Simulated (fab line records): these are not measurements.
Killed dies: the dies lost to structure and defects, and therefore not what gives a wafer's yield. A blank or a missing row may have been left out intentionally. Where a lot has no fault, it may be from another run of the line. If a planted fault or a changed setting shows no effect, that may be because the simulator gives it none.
The tool behind it: which one? | flow n5Finfet | 9 lots, 27 wafers sampled, at 6 steps of a route of 1938

WHAT EACH GAUGE READ, for each wafer
N5_STI_FIN_REVEAL_CD_MEAS_22: target cd 6.238 nm, pitch 28 nm.
lot  | measured    | on       | cdNm (nm)
L406 | day 2 13:16 | cdSem-02 | 5.9 6.6 6.5
L407 | day 2 18:46 | cdSem-02 | 5.9 6.2 6.6
L411 | day 3 19:43 | cdSem-02 | 6.3 6.2 6.5
L414 | day 4 13:12 | cdSem-01 | 6.4 6.1 6.6
L415 | day 4 19:58 | cdSem-03 | 6.6 6.1 6.8
L417 | day 5 07:41 | cdSem-01 | 5.9 6.2 5.8
L420 | day 6 05:10 | cdSem-01 | 6.3 6.4 6.0
L424 | day 7 00:22 | cdSem-02 | 6.7 5.9 6.0
L425 | day 7 07:39 | cdSem-02 | 6.0 6.1 5.7

N5_STI_FIN_REVEAL_INSPECT_13: inspects for defects (darkfield).
lot  | measured    | on               | rawDefectCount
L406 | day 2 13:23 | defectInspect-01 | 9 17 6
L407 | day 2 18:53 | defectInspect-02 | 18 8 5
L411 | day 3 19:49 | defectInspect-01 | 16 14 10
L414 | day 4 13:19 | defectInspect-02 | 10 16 8
L415 | day 4 20:05 | defectInspect-01 | 16 12 9
L417 | day 5 07:48 | defectInspect-01 | 17 17 14
L420 | day 6 05:19 | defectInspect-02 | 7 16 4
L424 | day 7 00:29 | defectInspect-02 | 14 18 10
L425 | day 7 07:46 | defectInspect-01 | 18 7 1350

N5_BEOL_M4_RC_MEAS_101.
lot  | measured     | on        | DIBL_N (mV/V)  | DIBL_P (mV/V)  | IOFF_N (nA/um) | IOFF_P (nA/um) | ION_N (uA/um) | ION_P (uA/um) | SS_N (mV/dec)  | SS_P (mV/dec)  | VT_N (mV)   | VT_P (mV)
L406 | day 7 21:28  | prober-02 | 39.4 37.9 40.5 | 39.7 38.3 40.5 | 0.20 0.16 0.22 | 0.27 0.24 0.30 | 685 692 695   | 474 480 473   | 72.3 71.5 71.9 | 73.8 72.9 74.1 | 249 249 247 | -244 -249 -245
L407 | day 7 18:56  | prober-02 | 32.4 30.5 37.0 | 31.4 28.2 37.0 | 0.10 0.07 0.18 | 0.13 0.10 0.20 | 667 649 678   | 456 448 463   | 69.5 69.5 71.2 | 71.9 70.9 73.7 | 254 261 249 | -258 -261 -252
L411 | day 8 20:34  | prober-01 | 35.7 33.3 34.0 | 35.2 34.2 35.0 | 0.16 0.12 0.12 | 0.19 0.17 0.19 | 665 652 651   | 452 453 457   | 71.9 70.8 70.7 | 72.6 72.6 72.9 | 251 254 256 | -254 -253 -251
L414 | day 11 00:43 | prober-02 | 37.0 35.3 33.9 | 38.8 36.0 35.8 | 0.17 0.12 0.12 | 0.20 0.16 0.17 | 672 641 678   | 458 444 461   | 71.5 71.7 70.7 | 72.0 72.7 72.2 | 248 255 252 | -249 -256 -253
L415 | day 11 03:40 | prober-01 | 40.9 37.9 39.6 | 41.8 38.4 40.5 | 0.28 0.17 0.23 | 0.27 0.20 0.25 | 720 669 676   | 480 458 452   | 72.5 71.7 71.9 | 74.7 74.6 75.0 | 244 251 247 | -247 -252 -249
L417 | day 11 08:01 | prober-01 | 34.0 34.9 33.6 | 34.1 35.0 33.5 | 0.12 0.13 0.12 | 0.19 0.20 0.19 | 670 666 670   | 472 468 471   | 70.7 70.3 70.2 | 72.3 72.8 72.8 | 253 253 252 | -249 -247 -250
L420 | day 11 14:35 | prober-01 | 39.9 36.7 36.6 | 39.5 35.6 35.2 | 0.23 0.16 0.16 | 0.33 0.24 0.24 | 676 674 696   | 469 469 476   | 73.1 71.7 71.7 | 74.4 73.7 73.8 | 246 250 250 | -244 -247 -246
L424 | day 12 15:38 | prober-02 | 37.8 36.7 36.5 | 38.2 37.2 35.5 | 0.20 0.18 0.17 | 0.24 0.22 0.19 | 681 684 670   | 466 465 459   | 71.0 71.7 71.9 | 73.6 73.4 72.6 | 243 248 248 | -247 -251 -249
L425 | day 13 04:14 | prober-01 | 34.2 37.1 35.1 | 33.9 35.9 34.9 | 0.14 0.18 0.14 | 0.18 0.22 0.21 | 684 680 660   | 469 471 455   | 70.8 71.7 72.4 | 72.9 73.4 72.9 | 252 252 251 | -252 -249 -246

TOOL THAT RAN EACH LOT (tool first, then ch and the chambers of the sampled wafers, then the start)
lot  | N5_FIN_CUT_ETCH_21               | N5_STI_FIN_REVEAL_ALD_00        | N5_STI_FIN_REVEAL_OXIDATION_31
L406 | rieDiel-06 ch 1,2,3, day 2 02:35 | aldSin-02 ch 0,1,3, day 2 04:36 | plasmaAsher-01 ch 0,1, day 2 12:45
L407 | rieDiel-01 ch 0,2, day 2 09:08   | aldSin-01 ch 0,1,3, day 2 10:02 | plasmaAsher-01 ch 0,1, day 2 18:10
L411 | rieDiel-06 ch 1,2,3, day 3 09:19 | aldSin-02 ch 0,1,3, day 3 10:46 | plasmaAsher-02 ch 0,1, day 3 19:12
L414 | rieDiel-02 ch 0,1, day 4 03:18   | aldSin-02 ch 0,3, day 4 04:24   | plasmaAsher-02 ch 0,1, day 4 12:41
L415 | rieDiel-06 ch 0,1,2, day 4 10:28 | aldSin-01 ch 1,2,3, day 4 11:21 | plasmaAsher-01 ch 0,1, day 4 19:27
L417 | rieDiel-01 ch 0,1, day 4 21:37   | aldSin-01 ch 0,3, day 4 22:59   | plasmaAsher-02 ch 0,1, day 5 07:10
L420 | rieDiel-06 ch 0,1, day 5 18:32   | aldSin-01 ch 0,3, day 5 19:25   | plasmaAsher-02 ch 0,1, day 6 04:37
L424 | rieDiel-02 ch 0,2, day 6 14:44   | aldSin-04 ch 0,1,3, day 6 15:36 | plasmaAsher-02 ch 1, day 6 23:46
L425 | rieDiel-02 ch 0,2,3, day 6 22:13 | aldSin-04 ch 0,2,3, day 6 23:05 | plasmaAsher-01 ch 0,1, day 7 07:08
- N5_FIN_CUT_ETCH_21: etches SOC in N2/H2, target depth 219 nm, overetch 43.8 nm, time 523.5 s.
- N5_STI_FIN_REVEAL_ALD_00: deposits SiO2, target thk 1 nm, pulse time 1 s.
- N5_STI_FIN_REVEAL_OXIDATION_31: chemistry O2 PLASMA REMOTE, time 20 s.

WHAT THE TOOLS THEMSELVES READ (means of the sampled wafers that have a number; where no wafer has one, the mark that the record gives instead)
N5_FIN_CUT_ETCH_21.
lot  | tool       | drypumpMotorCurrentA (A) | oesProductAu (a.u.) | rfVppV (V) | showerheadPlenumPTorr (Torr) | throttleValvePct (%)
L406 | rieDiel-06 | 5.5                      | 0.71                | 241.6      | 2.62                         | 17.83
L407 | rieDiel-01 | 5.8                      | 0.69                | 241.2      | 2.58                         | 18.26
L411 | rieDiel-06 | 5.5                      | 0.70                | 242.0      | 2.62                         | 17.84
L414 | rieDiel-02 | 5.7                      | 0.70                | 241.5      | 2.64                         | 18.10
L415 | rieDiel-06 | 5.6                      | 0.69                | 241.9      | 2.60                         | 17.88
L417 | rieDiel-01 | 5.7                      | 0.66                | 241.0      | 2.58                         | 18.34
L420 | rieDiel-06 | 5.4                      | 0.68                | 240.5      | 2.55                         | 18.01
L424 | rieDiel-02 | 5.7                      | 0.80                | 242.5      | 2.71                         | 18.10
L425 | rieDiel-02 | 5.9                      | 0.75                | 240.6      | 2.58                         | 18.08

N5_STI_FIN_REVEAL_ALD_00.
lot  | tool      | heaterPowerW (W) | precursorPulseHeightRel
L406 | aldSin-02 | 445              | 0.988
L407 | aldSin-01 | 484              | 0.986
L411 | aldSin-02 | 447              | 1.006
L414 | aldSin-02 | 422              | 1.008
L415 | aldSin-01 | 458              | 0.988
L417 | aldSin-01 | 489              | 0.993
L420 | aldSin-01 | 507              | 1.004
L424 | aldSin-04 | 512              | 1.019
L425 | aldSin-04 | 489              | 0.994

N5_STI_FIN_REVEAL_OXIDATION_31.
lot  | tool           | drypumpMotorCurrentA (A) | heaterPowerW (W)
L406 | plasmaAsher-01 | 5.6                      | 149
L407 | plasmaAsher-01 | 5.6                      | 145
L411 | plasmaAsher-02 | 5.3                      | 137
L414 | plasmaAsher-02 | 5.2                      | 136
L415 | plasmaAsher-01 | 5.6                      | 146
L417 | plasmaAsher-02 | 5.3                      | 138
L420 | plasmaAsher-02 | 5.2                      | 136
L424 | plasmaAsher-02 | 5.1                      | 133
L425 | plasmaAsher-01 | 6.2                      | 147

THE ANSWER, worked out from the rows above alone
Rule: the usual values come from the lots themselves. The widest of any qualifying gaps counts: lots, ordered by their means at a reading, are off when they make up no more than a third of the lots, leave a main group of 4 or more, and stand apart from it by 3 or more times the standard deviation of that group's means. A main group is skipped when, at the precision printed for the reading in the tables above, its means are all equal. Also off: a lot with no number at a reading for which 4 or more lots have one. Where the step has rows for the other lots, those lots are counted as sound. Order of review: gauges by route order, followed by the tools' own readings, for which a lot's mean as printed above is used. The first step at which some lot is off is used, and at that step the reading that is off furthest; a lot without a number counts as furthest.
Off, at N5_STI_FIN_REVEAL_INSPECT_13 on rawDefectCount: L425. For the main group the mean is 12 and the standard deviation 2.1.
A tool fits if, at a process step before that reading, it ran every lot that is off, and no sound lot after the first of them. Not tried: the gauges at N5_STI_FIN_REVEAL_INSPECT_13; whatever is off there is also off at N5_STI_FIN_REVEAL_OXIDATION_31, on other tools, and gauge error can't account for it. Can't be told from this: 3 tools fit, rieDiel-02 at N5_FIN_CUT_ETCH_21, aldSin-04 at N5_STI_FIN_REVEAL_ALD_00, plasmaAsher-01 at N5_STI_FIN_REVEAL_OXIDATION_31.

WHAT THE SIMULATOR PUT IN
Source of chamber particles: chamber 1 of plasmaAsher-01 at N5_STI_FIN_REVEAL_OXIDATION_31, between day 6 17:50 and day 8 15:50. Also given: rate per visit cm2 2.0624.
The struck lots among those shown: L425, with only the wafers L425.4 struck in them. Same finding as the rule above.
